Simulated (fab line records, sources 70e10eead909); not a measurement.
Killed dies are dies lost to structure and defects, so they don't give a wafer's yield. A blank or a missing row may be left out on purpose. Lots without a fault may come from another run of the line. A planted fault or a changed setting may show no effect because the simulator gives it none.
fab line records | flow nand_harc
record lots=5 wafers=15 last_day=31
route steps=1302 shown A_CONTACT@1089 END@1302
lots that met no fault: from a run of the same line without faults
start_h: hours from the record's first day to the start of the lot's first wafer shown | wait_h: hours since the lot's step before | " the same as in the row above | L1.1+2: a row that stands for several wafers | - no value, or no start given | * or withheld: withheld | < > ~ a bound
route shown NAME@n: a module of which the file shows steps, and the number in the route of the first | usual: mean/standard deviation of fault-free wafers | same: alike in all rows | chamber/n: place in a boat | sites: the reading at each site | _std_site: their standard deviation | _edge_site: outer sites' mean less inner sites' | radius_mm: how far each site lies from the wafer's centre | mask NAME#n: copy n | behind: the tool/chamber that last shaped the wafer | hold: why the lot was held/for how many hours/how that ended | device: the transistor (n, p or np) that didn't switch | end of line: the same wafers' tests at the end of the route | a step without rows: its recipe alone | killed: dies lost to structure and defects at the first sort, not the wafer's yield | map: a wafer's dies, x killed, . not, _ none there
set.NAME: the setting as run; set.NAME@STEP: as run at that earlier step | model.NAME: the simulator's own value behind a step, which no gauge read
lots at some steps of the route; a table a step, a row a wafer
services: from which hour (start_h, from the record's first day; less than 0 if before it) a tool's chamber was out of use, for how many hours, and why
## steps
# step NHARC_A_CONTACT_ETCH_137
# recipe source_w=withheld pressure_mtorr=20 bias_v=1200 time_s=311 target_depth_a=19120 ar_flow_sccm=withheld c4f8_flow_sccm=withheld o2_flow_sccm=withheld chemistry=C4F8/O2/Ar
# usual oes_air_line_au=0.998/0.021
# columns lot.wafer tool chamber start_h wait_h oes_air_line_au rf_hours_counter_h
L750.2 har_cap_etch-02 1 501.36 0.2 1.011 87
L750.1 " 0 " " 1.038 87
L750.4 " 0 " " 1.028 -
L758.2 har_cap_etch-03 0 589.94 0.2 0.978 58
L758.1 " 1 " " 0.995 58
L758.3 " 1 " " 0.975 -
L757.4 har_cap_etch-03 1 594.48 0.2 1.015 -
L757.5 " 1 " " 0.985 -
L757.6 " 0 " " 1.010 -
L769.2 har_cap_etch-02 0 691.23 0.2 1.005 121
L769.3 " 1 " " 1.023 -
L769.6 " 0 " " 1.025 -
L768.1 har_cap_etch-01 1 692.81 0.3 1.026 33
L768.4 " 0 " " 1.003 -
L768.6 " 1 " " 1.012 -
# step NHARC_A_CONTACT_ETCH_138
# recipe source_w=withheld pressure_mtorr=20 bias_v=1200 time_s=311 target_depth_a=19140 ar_flow_sccm=withheld c4f8_flow_sccm=withheld o2_flow_sccm=withheld chemistry=C4F8/O2/Ar
# step NHARC_A_CONTACT_ETCH_139
# recipe source_w=withheld pressure_mtorr=20 bias_v=400 time_s=195 target_depth_a=8400 ar_flow_sccm=withheld c4f8_flow_sccm=11.5 o2_flow_sccm=7.2 chemistry=C4F8/O2/Ar
# usual oes_air_line_au=0.999/0.02
# columns lot.wafer tool chamber start_h wait_h oes_air_line_au rf_hours_counter_h
L750.2 har_cap_etch-02 1 501.90 0.2 0.980 87
L750.1 " 0 " " 1.033 87
L750.4 " 0 " " 1.020 -
L758.2 har_cap_etch-03 0 590.49 0.2 1.026 59
L758.1 " 1 " " 0.983 59
L758.3 " 1 " " 0.972 -
L757.4 har_cap_etch-03 1 595.03 0.2 0.970 -
L757.5 " 1 " " 1.006 -
L757.6 " 0 " " 1.022 -
L769.2 har_cap_etch-02 0 691.77 0.2 0.986 122
L769.3 " 1 " " 1.032 -
L769.6 " 0 " " 1.012 -
L768.1 har_cap_etch-01 1 693.54 0.3 1.015 34
L768.4 " 0 " " 1.007 -
L768.6 " 1 " " 0.989 -
# step NHARC_A_CONTACT_ETCH_92
# recipe target_depth_a=400 over_etch_frac=0.5 time_s=85.7 ion_energy_ev=120 ch3f_flow_sccm=50 o2_flow_sccm=30 ar_flow_sccm=200 rf_w=500 bias_w=100 chemistry=CH3F/O2
# step NHARC_A_CONTACT_ETCH_98
# recipe target_depth_a=200 over_etch_frac=0.5 time_s=10 ion_energy_ev=250 c4f6_flow_sccm=25 o2_flow_sccm=20 ar_flow_sccm=500 rf_w=600 bias_w=500 chemistry=C4F6/O2
# usual drypump_motor_current_A=5.8/0.51 oes_product_au=0.951/0.017 rf_vpp_V=544/3.5 showerhead_plenum_p_Torr=3.79/0.16 throttle_valve_pct=26.903/0.0095
# columns lot.wafer tool chamber start_h wait_h drypump_motor_current_A oes_product_au rf_hours_counter_h rf_vpp_V showerhead_plenum_p_Torr throttle_valve_pct
L750.2 rie_diel-13 2 502.63 0.1 6.4 0.959 21 543 3.78 26.907
L750.1 " 0 " " 5.0 0.966 27 542 3.66 26.897
L750.4 " 1 " " 6.2 0.967 - 541 3.65 26.910
L758.3 rie_diel-02 0 - - 6.1 0.992 2 547 3.87 26.913
L758.2 " 1 " " 6.0 1.016 2 546 3.93 26.908
L758.1 " 3 " " 5.2 1.029 2 543 3.68 26.887
L757.4 rie_diel-13 0 - - 5.0 0.951 15 542 3.65 26.911
L757.5 " 1 " " 6.2 0.949 - 541 3.64 26.914
L757.6 " 2 " " 6.4 0.938 - 544 3.77 26.897
L769.3 rie_diel-13 3 - - 5.5 0.949 32 541 3.73 26.918
L769.2 " 1 " " 6.2 0.955 34 541 3.63 26.916
L769.6 " 0 " " 5.0 0.963 - 541 3.64 26.890
L768.1 rie_diel-13 1 - - 6.2 0.939 35 542 3.63 26.909
L768.4 " 0 " " 5.0 0.954 36 540 3.64 26.916
L768.6 " 2 " " 6.4 0.938 - 543 3.76 26.906
# step NHARC_A_CONTACT_CD_MEAS_15
# usual cd_nm=189.9/0.7
# columns lot.wafer tool chamber start_h wait_h cd_nm
L750.1 cd_sem-01 - 502.72 - 189.9
L750.2 " - " " 190.5
L750.4 " - " " 191.2
L758.1 cd_sem-03 - 591.27 - 190.0
L758.2 " - " " 189.9
L758.3 " - " " 190.4
L757.4 cd_sem-02 - 595.73 - 189.8
L757.5 " - " " 190.6
L757.6 " - " " 189.9
L769.2 cd_sem-01 - 692.57 - 189.7
L769.3 " - " " 190.1
L769.6 " - " " 190.3
L768.1 cd_sem-01 - 694.41 - 189.4
L768.4 " - " " 189.9
L768.6 " - " " 189.4
# step NHARC_A_CONTACT_STRIP_107
# recipe n2_flow_sccm=150 h2_flow_sccm=150 ar_flow_sccm=0 bias_w=0 chemistry=N2/H2
# step NHARC_A_CONTACT_STRIP_108
# recipe cf4_flow_sccm=100 chf3_flow_sccm=30 ar_flow_sccm=0 bias_w=0 chemistry=CF4/CHF3
# step NHARC_A_CONTACT_STRIP_109
# recipe o2_flow_sccm=400 cos_flow_sccm=20 ar_flow_sccm=0 bias_w=0 chemistry=O2/COS
# step NHARC_A_CONTACT_ETCH_110
# recipe target_depth_a=600 overetch_a=60 time_s=33 ion_energy_ev=100 cf4_flow_sccm=80 o2_flow_sccm=20 ar_flow_sccm=0 rf_w=300 bias_w=100 chemistry=CF4/O2
# usual drypump_motor_current_A=5.7/0.5 oes_product_au=1.000/0.01 rf_vpp_V=196.9/1.6 showerhead_plenum_p_Torr=1.29/0.06 throttle_valve_pct=13.398/0.0084
# columns lot.wafer tool chamber start_h wait_h drypump_motor_current_A oes_product_au rf_hours_counter_h rf_vpp_V showerhead_plenum_p_Torr throttle_valve_pct
L750.2 rie_diel-13 1 503.04 0.1 6.2 1.005 27 196.2 1.24 13.395
L750.1 " 0 " " 5.0 1.017 27 195.7 1.24 13.391
L750.4 " 1 " " 6.2 0.999 - 196.0 1.24 13.402
L758.2 rie_diel-13 0 591.56 0.1 5.0 1.003 15 196.0 1.24 13.389
L758.1 " 2 " " 6.4 0.991 13 197.5 1.28 13.394
L758.3 " 3 " " 5.5 0.999 11 196.7 1.27 13.386
L757.4 rie_diel-13 0 596.01 0.1 5.0 1.000 15 197.2 1.24 13.399
L757.6 " 3 " " 5.5 1.004 - 197.0 1.27 13.393
L757.5 " 0 " " 5.0 1.012 - 196.1 1.23 13.400
L769.2 rie_diel-13 2 692.89 0.1 6.4 0.991 35 195.4 1.28 13.404
L769.3 " 3 " " 5.5 0.988 32 195.7 1.26 13.394
L769.6 " 3 " " 5.5 0.990 - 197.0 1.26 13.404
L768.4 rie_diel-13 3 694.75 0.1 5.5 0.982 32 197.5 1.26 13.399
L768.1 " 2 " " 6.4 0.986 35 196.1 1.28 13.396
L768.6 " 3 " " 5.5 0.979 - 197.8 1.26 13.400
# step NHARC_A_CONTACT_STRIP_26
# recipe o2_flow_sccm=500 ar_flow_sccm=0 bias_w=0 chemistry=O2
# step NHARC_A_CONTACT_STRIP_27
# recipe time_s=600 temp_c=30 chemistry=post_etch_residue_remover
# step NHARC_A_CONTACT_ALD_18
# recipe target_thk_a=30 pulse_time_s=1 ald_cycles=150 temp_c=450 material=TiN
# usual ald_cycles=150/0 heater_power_w=1069/84 precursor_pulse_height_rel=1.001/0.018
# columns lot.wafer tool chamber start_h wait_h ald_cycles heater_power_w precursor_pulse_height_rel since_wet_clean_h
L750.4 ald_metal-04 2 503.75 - 150 957 0.988 19
L750.2 " 3 " " 150 1039 1.017 19
L750.1 " 0 " " 150 1022 1.019 19
L758.1 ald_metal-03 1 592.21 - 150 1000 0.983 14
L758.2 " 2 " " 150 1070 1.001 14
L758.3 " 3 " " 150 1262 0.991 14
L757.4 ald_metal-04 1 596.68 - 150 1068 0.985 112
L757.6 " 0 " " 77 1037 0.988 -
L757.5 " 1 " " 150 1067 1.007 -
L769.2 ald_metal-04 3 693.58 - 150 1093 1.006 31
L769.3 " 0 " " 150 992 0.982 31
L769.6 " 2 " " 150 982 1.015 -
L768.1 ald_metal-03 0 695.42 - 150 1079 1.030 117
L768.6 " 3 " " 150 1269 1.040 -
L768.4 " 2 " " 150 1110 0.990 -
# step NHARC_A_CONTACT_CVD_19
# recipe target_thk_a=3000 temp_c=300 pressure_torr=40 wf6_flow_sccm=40 h2_flow_sccm=1600 ar_flow_sccm=1560 time_s=802 material=W
# usual heater_power_w=473/39 throttle_valve_pct=8.07/0.26
# columns lot.wafer tool chamber start_h wait_h heater_power_w since_wet_clean_h throttle_valve_pct
L750.2 cvd_w-02 1 - - 409 41 8.03
L750.1 " 0 " " 516 41 7.86
L750.4 " 0 " " 518 - 7.86
L758.1 cvd_w-01 1 - - 490 32 8.04
L758.2 " 0 " " 474 33 8.49
L758.3 " 0 " " 481 - 8.66
L757.4 cvd_w-02 0 - - 508 - 7.54
L757.5 " 0 " " 521 - 8.17
L757.6 " 1 " " 416 - 7.97
L769.2 cvd_w-01 0 - - 485 134 8.55
L769.3 " 1 " " 481 - 8.08
L769.6 " 1 " " 501 - 8.06
L768.1 cvd_w-02 0 - - 499 52 7.87
L768.4 " 0 " " 497 - 7.74
L768.6 " 0 " " 501 - 7.86
# step NHARC_END_SORT_01
# recipe temp_c=25
# usual killed_at_array=52/18 killed_at_other=1.0/1.4 killed_at_periphery=3.1/2.3 killed_dies=56/17 killed_open=3.0/1.7 killed_short=2.5/1.7
# same gross_dies=677
# columns lot.wafer tool chamber start_h wait_h killed_at_array killed_at_other killed_at_periphery killed_dies killed_open killed_short
L757.6 prober-02 0 648.59 4.0 669 1 7 677 3 2
# killed by level:class
L757.6 A_CONTACT:area_ald=643 A_CHANNEL_HOLE_D2:chamber_film_flake=11 A_DECK1_JOINT:chamber_film_flake=5 P_GATE:chamber_film_flake=4 P_BONDPAD:chamber_film_flake=2 A_SLIT:chamber_film_flake=2 A_WL_FILL:chamber_film_flake=2 A_SOURCE_PLATE:geometric_particle:open=1
# map L757.6 (x killed, . not)
____________x____________
_________xxxxxxx_________
_______xxxxxxxxxxx_______
______xxxxxxxxxxxxx______
_____xxxxxxxxxxxxxxx_____
____xxxxxxxxxxxxxxxxx____
____xxxxxxxxxxxxxxxxx____
___xxxxxxxxxxxxxxxxxxx___
___xxxxxxxxxxxxxxxxxxx___
__xxxxxxxxxxxxxxxxxxxxx__
__xxxxxxxxxxxxxxxxxxxxx__
_xxxxxxxxxxxxxxxxxxxxxxx_
_xxxxxxxxxxxxxxxxxxxxxxx_
_xxxxxxxxxxxxxxxxxxxxxxx_
_xxxxxxxxxxxxxxxxxxxxxxx_
_xxxxxxxxxxxxxxxxxxxxxxx_
xxxxxxxxxxxxxxxxxxxxxxxxx
xxxxxxxxxxxxxxxxxxxxxxxxx
xxxxxxxxxxxxxxxxxxxxxxxxx
xxxxxxxxxxxxxxxxxxxxxxxxx
xxxxxxxxxxxxxxxxxxxxxxxxx
_xxxxxxxxxxxxxxxxxxxxxxx_
_xxxxxxxxxxxxxxxxxxxxxxx_
_xxxxxxxxxxxxxxxxxxxxxxx_
_xxxxxxxxxxxxxxxxxxxxxxx_
_xxxxxxxxxxxxxxxxxxxxxxx_
__xxxxxxxxxxxxxxxxxxxxx__
__xxxxxxxxxxxxxxxxxxxxx__
___xxxxxxxxxxxxxxxxxxx___
___xxxxxxxxxxxxxxxxxxx___
____xxxxxxxxxxxxxxxxx____
____xxxxxxxxxxxxxxxxx____
_____xxxxxxxxxxxxxxx_____
______xxxxxxxxxxxxx______
_______xxxxxxxxxxx_______
_________xxxxxxx_________
____________x____________
# map L769.3 (x killed, . not)
____________.____________
_________......._________
_______..........._______
______.............______
_____..............._____
____.......x.........____
____.................____
___...................___
___...................___
__..x..........x.......__
__.x..........x........__
_..........x............_
_......................._
_..x...................._
_.x...............x....._
_......................._
.........................
..x.....x................
................x.x....x.
x.............x........x.
........................x
_...................xx.._
_.....................x._
_.........x............._
_..........x............_
_......x.xxx..x........._
__.....xxxxx...........__
__.....xxx.xx..........__
___....xxxxxx.........___
___...xxxxxx..........___
____...xx.xxxx.......____
____....xxx..........____
_____......x.......x_____
______..xxx.x......______
_______..........._______
_________x......_________
____________.____________
## services
# columns tool chamber start_h hours kind
rie_diel-13 3 487.99 21.8 repair
cvd_w-02 - 491.93 0.8 repair
rie_diel-13 0 493.55 1.6 repair
har_cap_etch-01 - 497.00 17.0 pm
rie_diel-13 0 498.08 - clean
rie_diel-13 1 498.08 - clean
rie_diel-13 2 498.08 - clean
rie_diel-13 - 519.03 9.0 pm
rie_diel-13 0 519.03 9.0 vent_cycle
rie_diel-13 1 519.03 9.0 vent_cycle
rie_diel-13 2 519.03 9.0 vent_cycle
rie_diel-13 - 540.47 0.6 repair
cvd_w-01 - 547.03 13.0 pm
ald_metal-03 - 568.00 10.0 pm
rie_diel-02 - 571.36 9.0 pm
rie_diel-13 1 608.78 9.6 repair
ald_metal-04 - 618.74 1.7 repair
cvd_w-02 - 631.00 13.0 pm
ald_metal-03 - 649.57 6.2 repair
cvd_w-01 - 651.57 0.7 repair
ald_metal-04 - 652.57 10.0 pm
cvd_w-02 - 652.82 1.0 repair
ald_metal-03 1 683.43 26.2 repair
ald_metal-03 2 689.10 3.7 repair
## key
first_sign step=NHARC_A_CONTACT_ALD_18 reading=ald_cycles direction=down sigmas=99+ usual=150 struck=77
effect step=NHARC_END_SORT_01 reading=killed_dies direction=up sigmas=36 usual=56 struck=677
more_kills_born_at NHARC_A_CONTACT_ALD_18@ald_metal-04=643
met_at NHARC_A_CONTACT_ALD_18
struck_wafers L757.6
later_rows_left_out L757.6
tester_left_out L757
onset_between 503.75 596.68
fault kind=process_parameter_drift tool=ald_metal-04 chamber=0 onset_h=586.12 steps=NHARC_A_CONTACT_ALD_18 channel=ald_cycles offset=-73 shape=step end_h=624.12 acts_in=these_recipes_only stated=150
# tester_left_out: of these lots the tester's yield and bins aren't shown, on N5 and GAA mostly nor the transistor test; their killed dies are dies lost to structure and defects alone, not to doping, threshold or leakage, so they don't give the yield
# later_rows_left_out: the simulator's readings of these wafers behind a module that went badly wrong aren't trusted and aren't shown, but for the sort
